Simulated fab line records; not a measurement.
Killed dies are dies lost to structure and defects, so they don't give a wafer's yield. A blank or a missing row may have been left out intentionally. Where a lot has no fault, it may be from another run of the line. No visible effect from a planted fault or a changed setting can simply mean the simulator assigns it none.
fab line records    flow n5_finfet
record: lots: 5  wafers: 15  last_day: 19
route steps=1938 shown STI_FIN_REVEAL@202 DUMMY_GATE@212 BEOL_M4@1111 PASSIVATION@1936
lots that met no fault: from a run of the same line without faults
start_h: the number of hours between the record's first day and the start of the first shown wafer of the lot    wait_h: hours elapsed since this lot's preceding step    " identical to the entry in the row above    L1.1+2: a single row standing in for several wafers    - no value present, or no start provided    * or withheld: withheld    < > ~ a bound
route shown NAME@n: names a module that has steps shown in the file, with the first one's number in the route    usual: mean/standard deviation taken from wafers without a fault    same: alike in all rows    chamber/n: place in a boat    sites: the reading at each site    _std_site: how widely they spread, as a standard deviation    _edge_site: outer sites' mean less inner sites'    radius_mm: for every site, how far away it sits from the centre of the wafer    mask NAME#n: copy n    behind: the last tool/chamber to shape the wafer    hold: cause of the lot's hold/its duration in hours/its outcome    device: names the non-switching transistor (n, p or np)    end of line: the route-end tests of the same wafers    step lacking rows: just its recipe    killed: count of dies lost to structure and defects at first sort (not the wafer's yield)    map: per-die view of a wafer (x killed, . not killed, _ where there is no die)
set.NAME: the setting that was run; set.NAME@STEP: the one run at that earlier step    model.NAME: the simulator's own value behind a step, which no gauge read
lots at selected steps of the route; one table per step, one row per wafer
services: from which hour (start_h, from the record's first day; less than 0 if before it) a tool's chamber was out of use, for how many hours, and why
== steps ==
step: N5_STI_FIN_REVEAL_STRIP_35
recipe: chemistry: H3PO4  material: Si3N4  temp_c: 165  target_depth_a: 40  time_s: 39
step: N5_STI_FIN_REVEAL_SRD_21
recipe: dry: ipa_marangoni  time_s: 30  temp_c: 23  rinse_liquid: diw
step: N5_STI_FIN_REVEAL_OXIDATION_33
recipe: chemistry: O2_PLASMA_REMOTE  temp_c: 150  time_s: 20  pressure_mtorr: 1000  source_power_w: 2000  o2_flow_sccm: 3000
usual: drypump_motor_current_A: 5.75/0.14  heater_power_w: 155/9.2  temp_c_max: 150.7/0.33
lot.wafer  tool             chamber  start_h  wait_h  drypump_motor_current_A  heater_power_w  rf_hours_counter_h  temp_c_max
L477.2     plasma_asher-02  0        38.77    0.0     5.89                     156             80                  150.8
L477.3     "                1        "        "       5.60                     153             -                   150.6
L477.5     "                0        "        "       5.84                     155             -                   151.0
L487.2     plasma_asher-01  1        98.19    0.0     5.63                     140             38                  150.3
L487.4     "                0        "        "       5.88                     169             -                   151.8
L487.6     "                1        "        "       5.65                     143             -                   150.4
L497.1     plasma_asher-01  1        157.48   0.0     5.65                     145             52                  150.2
L497.2     "                0        "        "       5.93                     169             52                  150.8
L497.3     "                0        "        "       5.90                     164             -                   151.2
L499.2     plasma_asher-01  0        168.70   0.0     5.89                     168             54                  151.2
L499.5     "                0        "        "       5.92                     169             -                   150.8
L499.6     "                1        "        "       5.62                     143             -                   150.5
L500.2     plasma_asher-02  1        174.72   0.0     5.59                     155             104                 150.8
L500.4     "                0        "        "       5.89                     155             -                   150.7
L500.5     "                0        "        "       5.86                     151             -                   150.6
step: N5_STI_FIN_REVEAL_CLEAN_19
recipe: chemistry: O3/DIW  temp_c: 25  time_s: 120  o3_ppm: 10
step: N5_STI_FIN_REVEAL_SRD_23
recipe: dry: ipa_marangoni  time_s: 30  temp_c: 23  rinse_liquid: diw
step: N5_STI_FIN_REVEAL_CD_MEAS_22
recipe: target_cd_nm: 6.238  pitch_nm: 28  polarity: line
usual: cd_nm: 6.23/0.22
lot.wafer  tool       chamber  start_h  wait_h  cd_nm
L477.2     cd_sem-03  -        38.93    0.0     6.30
L477.3     "          -        "        "       6.32
L477.5     "          -        "        "       6.41
L487.2     cd_sem-03  -        98.36    0.0     6.26
L487.4     "          -        "        "       6.19
L487.6     "          -        "        "       6.01
L497.1     cd_sem-03  -        157.65   0.0     6.09
L497.2     "          -        "        "       6.25
L497.3     "          -        "        "       6.28
L499.2     cd_sem-03  -        168.87   0.0     6.28
L499.5     "          -        "        "       6.47
L499.6     "          -        "        "       6.06
L500.2     cd_sem-02  -        174.89   0.0     6.65
L500.4     "          -        "        "       5.91
L500.5     "          -        "        "       6.38
step: N5_STI_FIN_REVEAL_FIN_H_MEAS_10
usual: trench_depth_nm: 51.7/0.89
lot.wafer  tool    chamber  start_h  wait_h  trench_depth_nm
L477.2     ocd-02  -        38.97    0.0     51.8
L477.3     "       -        "        "       50.9
L477.5     "       -        "        "       51.3
L487.2     ocd-02  -        98.39    0.0     51.1
L487.4     "       -        "        "       52.1
L487.6     "       -        "        "       50.7
L497.1     ocd-02  -        157.68   0.0     51.2
L497.2     "       -        "        "       50.6
L497.3     "       -        "        "       50.4
L499.2     ocd-02  -        168.90   0.0     50.3
L499.5     "       -        "        "       50.4
L499.6     "       -        "        "       51.5
L500.2     ocd-01  -        174.92   0.0     50.9
L500.4     "       -        "        "       52.4
L500.5     "       -        "        "       51.6
step: N5_STI_FIN_REVEAL_PRECLEAN_18
recipe: chemistry: SC2  time_s: 45  temp_c: 35  mix: 1:1:50
step: N5_STI_FIN_REVEAL_SRD_28
recipe: dry: ipa_marangoni  time_s: 30  temp_c: 23  rinse_liquid: diw
step: N5_STI_FIN_REVEAL_INSPECT_13
recipe: inspect_instrument: darkfield  mode: post_clean
usual: raw_defect_count: 13/5.4
lot.wafer  tool               chamber  start_h  wait_h  raw_defect_count
L477.2     defect_inspect-01  -        39.05    0.0     16
L477.3     "                  -        "        "       7
L477.5     "                  -        "        "       9
L487.2     defect_inspect-02  -        98.47    0.0     12
L487.4     "                  -        "        "       11
L487.6     "                  -        "        "       13
L497.1     defect_inspect-01  -        157.77   0.0     6
L497.2     "                  -        "        "       13
L497.3     "                  -        "        "       11
L499.2     defect_inspect-02  -        169.02   0.0     13
L499.5     "                  -        "        "       15
L499.6     "                  -        "        "       9
L500.2     defect_inspect-01  -        175.01   0.0     7
L500.4     "                  -        "        "       11
L500.5     "                  -        "        "       14
step: N5_DUMMY_GATE_PRECLEAN_00
recipe: chemistry: O3/DIW  time_s: 60  temp_c: 22  o3_ppm: 10
step: N5_DUMMY_GATE_SRD_01
recipe: time_s: 30  temp_c: 23  rinse_liquid: diw  dry: ipa_marangoni
step: N5_DUMMY_GATE_ALD_02
recipe: material: SiO2  target_thk_a: 20  temp_c: 300  ald_precursor_family: BDEAS  ald_co_reactant: O2-plasma  pulse_time_s: 1  pressure_torr: 2
usual: heater_power_outer_w: 262/27  heater_power_w: 468/32  precursor_pulse_height_rel: 1.001/0.019
lot.wafer  tool        chamber  start_h  wait_h  heater_power_outer_w  heater_power_w  precursor_pulse_height_rel  model.SiO2_of_DUMMY_GATE_ALD_02.thk_nm
L477.2     ald_sin-03  2        39.17    0.1     228                   433             0.995                       2
L477.3     "           1        "        "       281                   463             1.006                       2
L477.5     "           3        "        "       283                   496             1.012                       2
L487.2     ald_sin-01  2        99.86    1.3     198                   409             1.006                       2.4
L487.4     "           3        "        "       255                   454             0.975                       2
L487.6     "           1        "        "       277                   480             1.001                       2
L497.1     ald_sin-03  1        158.15   0.3     267                   458             1.004                       2
L497.2     "           2        "        "       235                   415             0.985                       2
L497.3     "           0        "        "       268                   470             1.017                       2
L499.2     ald_sin-03  0        169.22   0.1     274                   477             1.033                       2
L499.5     "           2        "        "       234                   414             1.017                       2
L499.6     "           1        "        "       269                   465             0.979                       2
L500.2     ald_sin-01  3        175.10   0.0     252                   456             1.003                       2
L500.4     "           2        "        "       194                   403             0.998                       2
L500.5     "           0        "        "       261                   448             1.018                       2
step: N5_DUMMY_GATE_CVD_03
recipe: material: a-Si  target_thk_a: 1500  temp_c: 530  precursor: SiH4  time_s: 8042
step: N5_BEOL_M4_RC_MEAS_101
usual: DIBL_N: 36.1/1.6  DIBL_P: 35.7/1.8  IOFF_N: 0.159/0.027  IOFF_P: 0.21/0.03  ION_N: 673/10  ION_P: 462/7.4  SS_N: 71.4/0.56  SS_P: 73.2/0.61  VT_N: 249.7/3  VT_P: -250/3.1
lot.wafer  tool       chamber  start_h  wait_h  DIBL_N[mV/V]  DIBL_P[mV/V]  IOFF_N[nA/um]  IOFF_P[nA/um]  ION_N[uA/um]  ION_P[uA/um]  SS_N[mV/dec]  SS_P[mV/dec]  VT_N[mV]  VT_P[mV]
L477.2     prober-01  0        166.40   0.2     34.2          34.7          0.137          0.22           668           466           71.4          73.6          250.1     -248
L477.3     "          0        "        "       33.8          34.9          0.132          0.22           666           464           71.6          72.7          251.5     -249
L477.5     "          0        "        "       34.9          36.6          0.157          0.25           673           471           72.0          73.6          248.1     -244
L487.2     prober-02  0        227.44   0.2     34.8          34.1          0.122          0.19           656           456           71.4          72.6          252.5     -249
L487.4     "          0        "        "       34.6          33.3          0.117          0.18           667           463           71.0          71.8          252.9     -250
L487.6     "          0        "        "       36.6          35.8          0.153          0.22           660           463           71.8          73.2          250.9     -247
L497.1     prober-01  0        304.67   0.0     34.5          34.4          0.130          0.18           676           463           70.3          73.3          251.6     -252
L497.2     "          0        "        "       36.7          37.2          0.165          0.21           676           458           71.2          72.8          249.1     -252
L497.3     "          0        "        "       34.7          34.5          0.119          0.17           648           443           71.1          72.5          251.2     -254
L500.2     prober-02  0        329.06   0.2     39.1          38.5          0.197          0.30           681           470           71.4          74.1          245.4     -243
L500.4     "          0        "        "       35.9          34.2          0.139          0.20           671           468           70.7          73.6          249.0     -250
L500.5     "          0        "        "       38.1          36.9          0.179          0.26           678           473           71.4          73.8          247.1     -244
L499.2     prober-01  0        341.86   0.2     37.8          37.2          0.202          0.26           685           468           72.1          73.0          244.9     -243
L499.5     "          0        "        "       37.4          35.8          0.194          0.23           672           464           72.0          73.5          246.2     -245
L499.6     "          0        "        "       35.1          34.2          0.147          0.21           658           462           71.1          73.2          250.4     -248
step: N5_PASSIVATION_PROBE_49
usual: defect_limited_yield: 91.0/1.3  killed_at_M0_to_M3: 33/10  killed_at_M4_up: 14/5.6  killed_at_contacts: 12/5.8  killed_at_front_end: 43/11  killed_at_other: 4.1/2.8  killed_dies: 106/15  killed_open: 70/12  killed_short: 34/7.5  sort_bin_5_function: 5.3/0.88  sort_bin_6_memory: 3.3/0.64  sort_bin_8_speed: 0.00/0.016  sort_n_pass: 1074/15  sort_yield_pct: 91.0/1.3
same: gross_dies: 1180  killed_at_back_side: 0  sort_bin_4_leakage[%]: 0
lot.wafer  tool       chamber  start_h  wait_h  defect_limited_yield[%]  killed_at_M0_to_M3  killed_at_M4_up  killed_at_contacts  killed_at_front_end  killed_at_other  killed_dies  killed_open  killed_short  sort_bin_5_function[%]  sort_bin_6_memory[%]  sort_bin_8_speed[%]  sort_n_pass  sort_yield_pct[%]
L477.2     prober-01  -        272.22   0.1     93.1                     24                  17               7                   28                   6                82           58           24            4.1                     2.5                   0                    1098         93.1
L477.3     prober-01  -        272.27   0.1     93.8                     12                  15               20                  23                   3                73           44           26            3.6                     2.3                   0                    1107         93.8
L477.5     prober-01  -        272.37   0.2     90.9                     20                  19               20                  38                   10               107          73           34            5.4                     3.6                   0                    1073         90.9
killed by level:class
L477.2 BEOL_M4:geometric_particle:open=11 BEOL_M0_SAQP:geometric_particle:short=7 FIN_SAQP:geometric_particle:open=6 MOL_CONTACT_COAG:geometric_particle:open=6 BEOL_M3:geometric_particle:open=5 GATE_CUT:geometric_particle:short=4 BEOL_M5:geometric_particle:open=4 PASS1_CAP:geometric_particle:open=4
L477.3 MOL_CONTACT_COAG:geometric_particle:open=17 BEOL_M4:geometric_particle:open=6 GATE_CUT:geometric_particle:short=5 FIN_SAQP:geometric_particle:short=3 STI_FIN_REVEAL:geometric_particle:open=3 MOL_CONTACT_COAG:geometric_particle:short=3 BEOL_M0_SAQP:geometric_particle:open=3 STARTING-WAFER:geometric_particle:open=3
L477.5 MOL_CONTACT_COAG:geometric_particle:open=15 FIN_SAQP:geometric_particle:open=12 BEOL_M3:geometric_particle:open=8 BEOL_M4:geometric_particle:open=8 FIN_SAQP:geometric_particle:short=6 STARTING-WAFER:geometric_particle:open=6 MOL_CONTACT_COAG:geometric_particle:short=5 BEOL_M0_SAQP:geometric_particle:open=4
== services ==
tool             chamber  start_h  hours  kind
ald_sin-01       2        28.99    15.9   repair
plasma_asher-01  -        42.82    2.1    repair
ald_sin-01       -        43.69    1.5    repair
ald_sin-01       1        50.15    4.0    repair
ald_sin-01       -        85.86    14.0   pm
ald_sin-01       0        85.86    14.0   vent_cycle
ald_sin-01       1        85.86    14.0   vent_cycle
ald_sin-01       2        85.86    14.0   vent_cycle
ald_sin-01       3        85.86    14.0   vent_cycle
ald_sin-01       0        99.86    -      clean
ald_sin-01       1        99.86    -      clean
ald_sin-01       2        99.86    -      clean
ald_sin-01       3        99.86    -      clean
ald_sin-03       1        114.06   7.8    repair
plasma_asher-02  -        120.05   2.5    pm
plasma_asher-02  -        146.20   4.0    pm
ald_sin-03       -        162.30   6.1    pm
== key ==
first_sign none at tools or gauges
model_effect: step: N5_DUMMY_GATE_ALD_02  value: SiO2_of_DUMMY_GATE_ALD_02.thk_nm  without: 2  struck: 2.4
met_at N5_DUMMY_GATE_ALD_02
struck_wafers L487.2
fault: kind: process_parameter_drift  tool: ald_sin-01  chamber: -  onset_h: 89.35  steps: N5_DUMMY_GATE_ALD_02  channel: target_thk_a  offset: *  shape: step  end_h: 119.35  scope: struck_wafers_only  acts_in: *  stated: *
